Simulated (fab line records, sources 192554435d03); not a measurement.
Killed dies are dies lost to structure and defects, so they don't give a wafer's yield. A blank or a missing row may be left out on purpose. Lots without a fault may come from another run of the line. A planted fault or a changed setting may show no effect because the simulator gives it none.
Chamber matching | flow n5_finfet | N5_BEOL_M3_STRIP_66 on rie_diel-03: 4 sister chambers
The step strips in CF4. 4 wafers are shown with their chamber, then 10 later ones without.

WAFERS WITH THEIR CHAMBER
wafer  | chamber | drypump_motor_current_A (A)
L086.3 | 3       | 5.77
L086.6 | 0       | 6.27
L089.1 | 1       | 5.57
L089.3 | 2       | 5.72

WAFERS WITHOUT THEIR CHAMBER
wafer  | drypump_motor_current_A (A)
L089.4 | 6.25
L093.1 | 6.25
L093.3 | 5.78
L093.4 | 5.59
L094.2 | 5.67
L094.3 | 5.78
L094.6 | 5.69
L097.2 | 5.82
L097.4 | 6.25
L097.5 | 6.29

WHICH CHAMBER EACH WENT THROUGH
wafer  | from the rows above          | in truth
L089.4 | 0                            | 0
L093.1 | 0                            | 0
L093.3 | can't be placed: 3 or 2      | 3
L093.4 | 1                            | 1
L094.2 | can't be placed: 2 or 1 or 3 | 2
L094.3 | can't be placed: 3 or 2      | 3
L094.6 | can't be placed: 2 or 3      | 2
L097.2 | can't be placed: 3 or 2      | 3
L097.4 | 0                            | 0
L097.5 | 0                            | 0
Placed correctly: 5 of 10. Can't be placed from these rows: 5 (the true chamber is among the candidates in 5). Placed wrongly: 0.
How it was worked out, from the rows above alone: a wafer's distance from a chamber is the root of the sum, over the readings, of the square of ((its reading less the chamber's mean) divided by the reading's scatter). The wafer belongs to the nearest chamber; if the next one is less than 2 further off, it can't be placed. A chamber's mean is the mean of its shown wafers. The scatter: with one shown wafer a chamber, the root of the mean of the squares of how far each hidden wafer lies from its nearest shown one.
